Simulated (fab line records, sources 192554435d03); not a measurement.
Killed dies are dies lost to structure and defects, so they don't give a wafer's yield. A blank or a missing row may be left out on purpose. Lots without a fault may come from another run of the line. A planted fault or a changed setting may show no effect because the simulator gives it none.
Which tool did it? | flow n5_finfet | 24 lots, 72 wafers sampled, at 2 steps of a route of 1938

WHAT THE GAUGES READ, wafer by wafer
N5_SDB_OVL_MEAS_12. Usual: SDB_OVL -0.3 nm, standard deviation 0.73.
lot  | measured    | on         | SDB_OVL (nm)   | flag
L074 | day 3 16:05 | overlay-01 | -0.7 -0.6 -0.7 |
L075 | day 4 04:59 | overlay-02 | -0.2 0.4 -0.5  |
L076 | day 4 09:01 | overlay-01 | 0.6 0.3 -1.1   |
L077 | day 4 13:22 | overlay-01 | -0.1 0.3 0.0   |
L078 | day 4 19:16 | overlay-01 | -1.7 0.0 -0.6  |
L079 | day 4 23:57 | overlay-02 | -0.2 -0.5 -1.4 |
L080 | day 5 06:04 | overlay-01 | 0.1 -0.5 -0.4  |
L081 | day 5 20:19 | overlay-02 | -0.4 0.1 -1.3  |
L082 | day 5 20:54 | overlay-02 | -0.7 0.9 1.4   |
L083 | day 6 02:10 | overlay-01 | -1.0 0.3 -1.1  |
L084 | day 6 07:26 | overlay-02 | 0.5 -0.8 -0.8  |
L085 | day 6 13:43 | overlay-01 | 0.0 0.2 -0.6   |
L086 | day 6 18:23 | overlay-02 | -0.1 0.1 -0.5  |
L087 | day 6 23:32 | overlay-02 | 0.3 -1.4 0.3   |
L088 | day 7 05:16 | overlay-02 | -0.2 -0.9 -0.6 |
L089 | day 7 11:37 | overlay-02 | -2.2 -1.0 0.4  |
L090 | day 7 16:40 | overlay-01 | 0.3 -2.0 -1.8  |
L091 | day 7 21:55 | overlay-01 | -0.1 0.4 -0.4  |
L092 | day 8 03:49 | overlay-02 | 0.6 -0.1 0.9   |
L093 | day 8 10:28 | overlay-01 | 0.1 -0.7 -0.6  |
L094 | day 8 20:09 | overlay-02 | -0.3 0.0 -0.4  |
L095 | day 8 23:56 | overlay-01 | -0.4 -0.6 0.3  |
L096 | day 9 07:26 | overlay-02 | -0.2 0.0 0.0   |
L097 | day 9 10:41 | overlay-01 | 0.5 0.7 1.2    |

WHICH TOOL RAN EACH LOT (tool, then ch and the chambers of the sampled wafers, then the start)
lot  | N5_ILD0_ALD_15
L074 | ald_sin-01 ch 1,2, day 3 13:03
L075 | ald_sin-03 ch 0,2,3, day 4 01:53
L076 | ald_sin-01 ch 1,2, day 4 06:06
L077 | ald_sin-02 ch 0,2, day 4 09:37
L078 | ald_sin-03 ch 0,1, day 4 16:13
L079 | ald_sin-01 ch 0,1,3, day 4 20:55
L080 | ald_sin-03 ch 0,3, day 5 03:02
L081 | ald_sin-01 ch 1,2,3, day 5 17:17
L082 | ald_sin-02 ch 0,1,2, day 5 17:52
L083 | ald_sin-02 ch 0,3, day 5 23:15
L084 | ald_sin-02 ch 0,1, day 6 04:31
L085 | ald_sin-02 ch 0,3, day 6 10:40
L086 | ald_sin-02 ch 0,1,2, day 6 15:28
L087 | ald_sin-02 ch 0,1,3, day 6 20:29
L088 | ald_sin-01 ch 0,2,3, day 7 02:14
L089 | ald_sin-01 ch 0,1,2, day 7 08:35
L090 | ald_sin-03 ch 0,1,2, day 7 13:46
L091 | ald_sin-01 ch 0,3, day 7 18:52
L092 | ald_sin-01 ch 0,2,3, day 8 00:46
L093 | ald_sin-01 ch 0,1,3, day 8 07:25
L094 | ald_sin-02 ch 0,1,2, day 8 17:14
L095 | ald_sin-02 ch 1,2,3, day 8 20:53
L096 | ald_sin-02 ch 0,1,3, day 9 04:24
L097 | ald_sin-03 ch 0,1, day 9 07:38
- N5_ILD0_ALD_15: deposits SiNx, target thk 24 nm, pulse time 1 s, ald cycles 480.

WHAT THE TOOLS THEMSELVES READ (means of the sampled wafers that have a number; where no wafer has one, the mark that the record gives instead)
N5_ILD0_ALD_15. Usual: heater_power_w 828 W, standard deviation 59; precursor_pulse_height_rel 1.001, standard deviation 0.021.
lot  | tool       | heater_power_w (W) | precursor_pulse_height_rel | flag
L074 | ald_sin-01 | 757                | 1.020                      |
L075 | ald_sin-03 | 829                | 0.977                      |
L076 | ald_sin-01 | 754                | 0.996                      |
L077 | ald_sin-02 | 824                | 0.993                      |
L078 | ald_sin-03 | 784                | 0.998                      |
L079 | ald_sin-01 | 783                | 1.012                      |
L080 | ald_sin-03 | 781                | 1.011                      |
L081 | ald_sin-01 | 780                | 1.012                      |
L082 | ald_sin-02 | 833                | 0.988                      |
L083 | ald_sin-02 | 860                | 1.006                      |
L084 | ald_sin-02 | 851                | 1.002                      |
L085 | ald_sin-02 | 891                | 1.029                      |
L086 | ald_sin-02 | 836                | 1.002                      |
L087 | ald_sin-02 | 881                | 1.000                      |
L088 | ald_sin-01 | 814                | 1.009                      |
L089 | ald_sin-01 | 799                | 1.001                      |
L090 | ald_sin-03 | 824                | 1.013                      |
L091 | ald_sin-01 | 800                | 1.000                      |
L092 | ald_sin-01 | 823                | 1.017                      |
L093 | ald_sin-01 | 787                | 1.004                      |
L094 | ald_sin-02 | 847                | 0.988                      |
L095 | ald_sin-02 | 880                | 0.995                      |
L096 | ald_sin-02 | 889                | 0.992                      |
L097 | ald_sin-03 | 791                | 1.022                      |

THE ANSWER, worked out from the rows above alone
Rule: a lot is off if the mean of its wafers that have a number lies more than 3 standard deviations from the usual mean. A lot without any number at a reading at which 4 lots or more have one is off too. The other lots that the step has rows for count as sound. The gauges are gone through in route order, then the tools' own readings, and for those a lot's mean is taken as printed above. The first step at which some lot is off is used, and at that step the reading that is off furthest; a lot without a number counts as furthest.
No lot is off at any reading shown: from this, nothing can be told.

WHAT THE SIMULATOR HAD PUT IN
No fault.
